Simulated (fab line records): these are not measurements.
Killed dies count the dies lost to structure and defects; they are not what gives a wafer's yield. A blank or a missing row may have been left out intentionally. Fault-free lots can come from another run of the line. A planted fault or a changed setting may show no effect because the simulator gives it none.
Struck lot and sound lot, side by side ; flow nandHarc ; 12 out of 1159 route steps
Sound: wafers L769.1, L769.2, L769.6. Wafers struck: L778.1, L778.2. The cause is named last.
For every step that has rows: the tool of each side, followed by ch and its chambers, followed by its first start. Under that, the readings that differ: sound wafers ; struck wafers ; difference of the means ; sigmas: that difference in standard deviations of wafers without a fault.
alike: a reading whose means differ by less than 2 such deviations, as well as words and numbers matching on both sides. not compared: withheld readings; readings where some wafer has no value; bounds like >300 that might hide an equal value; numbers whose values overlap and for which the record gives no deviation.
Wherever a step has rows on one side only, a row that says differs or no value, or a row with sigmas, the two part there. Non-overlapping numbers with no deviation appear without sigmas and do not part them. A reading that every wafer of one side lacks parts them only if that side has two wafers or more.

first, 1 step without rows for these wafers: NHARC_A_WL_FILL_ALD_02 (deposits TiN, target thk 2 nm, pulse time 3 s, ald cycles 100).
NHARC_A_WL_FILL_CVD_03: deposits W, target thk 40 nm, time 3302 s.
  sound on cvdW-01 ch 0,1, day 15 09:58; struck on cvdW-02 ch 0,1, day 17 20:28
  alike: heaterPowerW, throttleValvePct
  not compared: sinceWetCleanH
then, 1 step without rows for these wafers: NHARC_A_WL_FILL_ETCHBACK_04 (etches the open film in NF3, target depth 60 nm, time 120 s).
NHARC_A_WL_FILL_ETCHBACK_05: etches the open film in Cl2/BCl3, target depth 22 nm, time 60 s.
  sound on rieMetal-02 ch 0,1, day 15 13:38; struck on rieMetal-03 ch 0,1, day 18 00:02
reading;sound;struck;difference;sigmas
chamberPressureMTorr (mTorr);10.001 10.020 10.010;9.988 9.993;-0.020;-2
  alike: drypumpMotorCurrentA, oesProductAu, runLengthS
  not compared: rfHoursCounterH
NHARC_A_WL_FILL_STRIP_27: strips in N2/H2, time 20 s.
  sound on plasmaAsher-01 ch 0,1, day 15 13:53; struck on plasmaAsher-02 ch 0,1, day 18 00:11
reading;sound;struck;difference;sigmas
heaterPowerW (W);353 418 415;269 298;-112;-2
  alike: drypumpMotorCurrentA
  not compared: rfHoursCounterH
then, 4 steps without rows for these wafers: NHARC_A_WL_FILL_STRIP_28 (strips in post etch residue remover, time 1200 s); NHARC_A_WL_FILL_PRECLEAN_06 (cleans in DIW, time 300 s); NHARC_A_WL_FILL_SRD_07; NHARC_A_WL_FILL_ANNEAL_08 (time 1800 s).
NHARC_A_WL_FILL_ALD_10: deposits SiO2, target thk 50 nm, pulse time 10 s, ald cycles 500.
  sound on aldHk-03 ch 1,2,3, day 15 19:33; struck on aldHk-02 ch 0,2, day 18 05:00
  alike: heaterPowerW, precursorPulseHeightRel
  not compared: sinceWetCleanH
NHARC_A_WL_FILL_ETCHBACK_16: etches the open film in C4F8/O2/Ar, target depth 88 nm, time 17.6 s.
  sound on rieDiel-06 ch 0,3, day 15 23:38; struck on rieDiel-09 ch 0,2, day 18 09:37
reading;sound;struck;difference;sigmas
biasW (W);801.5 793.7 799.4;- -;no value on the struck wafers;
runLengthS (s);39.6 38.8 39.6;24.6 25.0;-14.5;-30
  alike: chamberPressureMTorr, oesProductAu, rfVppV
  not compared: rfHoursCounterH
NHARC_A_WL_FILL_STRIP_29: strips in O2, time 20 s.
  sound on rieDiel-06 ch 0,3, day 15 23:45; struck on rieDiel-09 ch 2,3, day 18 09:43
reading;sound;struck;difference;sigmas
showerheadPlenumPTorr (Torr);3.34 3.50 3.34;3.67 3.74;+0.31;+3
  alike: chamberPressureMTorr, drypumpMotorCurrentA, oesProductAu, rfVppV, throttleValvePct
  not compared: rfHoursCounterH

## WHERE THEY PART
At NHARC_A_WL_FILL_ETCHBACK_05 first; at NHARC_A_WL_FILL_STRIP_29 last (within this record only).

WHY: whatever the simulator had introduced
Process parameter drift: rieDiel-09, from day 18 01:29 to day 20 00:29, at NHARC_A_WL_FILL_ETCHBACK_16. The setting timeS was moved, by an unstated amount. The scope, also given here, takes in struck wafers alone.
